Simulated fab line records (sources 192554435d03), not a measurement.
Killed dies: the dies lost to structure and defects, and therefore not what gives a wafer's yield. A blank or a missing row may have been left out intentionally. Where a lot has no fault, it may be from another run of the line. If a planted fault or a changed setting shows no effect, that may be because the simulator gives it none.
A single fault, viewed from 2 desks :: flow n5 finfet :: what lay behind the numbers comes last; until then each desk has only its own
Where a reading is given only as a bound, like >300, the bound stands for it, and a mean or a difference that rests on one is marked > or <: the true number lies beyond.

## THE DEFECT DESK
Per lot, the means of the sampled wafers with a number show what the inspections along the route counted. Marked OUT: a lot whose mean sits more than 4 standard deviations from the usual mean, which makes it out of limits; the brackets give that distance.
Columns: A = raw defect count at N5_BEOL_M12_INSPECT_12, usual 2; B = raw defect count at N5_BEOL_M12_INSPECT_30, usual 2.0
lot: L628
first seen here: day 15 03:32
A: 2
B: 3.7

lot: L640
first seen here: day 17 06:22
A: 4
B: >300 (+99 or more) OUT

lot: L645
first seen here: day 18 01:11
A: 2
B: 1.5

lot: L644
first seen here: day 18 13:22
A: 1
B: 3.5

lot: L642
first seen here: day 18 14:02
A: 3
B: >300 (+99 or more) OUT

lot: L649
first seen here: day 19 22:54
A: 2
B: 1.0
This desk finds L640, L642 out of limits, L640 being first, at day 17 07:16 (raw defect count at N5_BEOL_M12_INSPECT_30). L628, L645, L644, L649: within limits.

## FROM THE METROLOGY DESK
What the gauges read for every lot (on any tool): the sampled wafers with a number, averaged. Marked OUT: a lot whose mean sits more than 4 standard deviations from the usual mean, which makes it out of limits; the brackets give that distance.
Columns: A = cd nm at N5_BEOL_M12_CD_MEAS_10, usual 139.8 nm; B = V11_OVL at N5_BEOL_M12_OVL_MEAS_11, usual 1 nm; C = cd nm at N5_BEOL_M12_CD_MEAS_17, usual 140.3 nm; D = cd nm at N5_BEOL_M12_CD_MEAS_28, usual 158.8 nm; E = M12_OVL at N5_BEOL_M12_OVL_MEAS_29, usual 2 nm
lot: L628
first seen here: day 15 03:28
A: 137.9
B: -3
C: 138.5
D: 158.2
E: -1

lot: L640
first seen here: day 17 06:18
A: 139.5
B: -0
C: 139.9
D: 159.7
E: -2

lot: L645
first seen here: day 18 01:08
A: 139.3
B: -4
C: 141.2
D: 159.3
E: 1

lot: L644
first seen here: day 18 13:19
A: 134.8
B: 2
C: 136.1
D: 158.7
E: 4

lot: L642
first seen here: day 18 13:58
A: 139.5
B: 5
C: 140.1
D: 159.2
E: 4

lot: L649
first seen here: day 19 22:50
A: 139.3
B: 2
C: 139.0
D: 158.0
E: 2
Result from this desk: across the 6 lots, nothing is out of limits.

## ALL TOGETHER
The defect desk could have raised an alarm at day 17 07:16, on L640, L642.
At the metrology desk, nothing out of limits was observed.
The metrology desk holds a record of L640, L642, inside its limits.
All the named lots went through N5_BEOL_M12_STRIP_71 on wet bench-01.

## WHAT WAS PUT IN BY THE SIMULATOR
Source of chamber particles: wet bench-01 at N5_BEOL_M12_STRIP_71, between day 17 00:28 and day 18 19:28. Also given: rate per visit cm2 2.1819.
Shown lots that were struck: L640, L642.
Hours from the fault's start to each desk's first reading out of limits: the defect desk, 7.
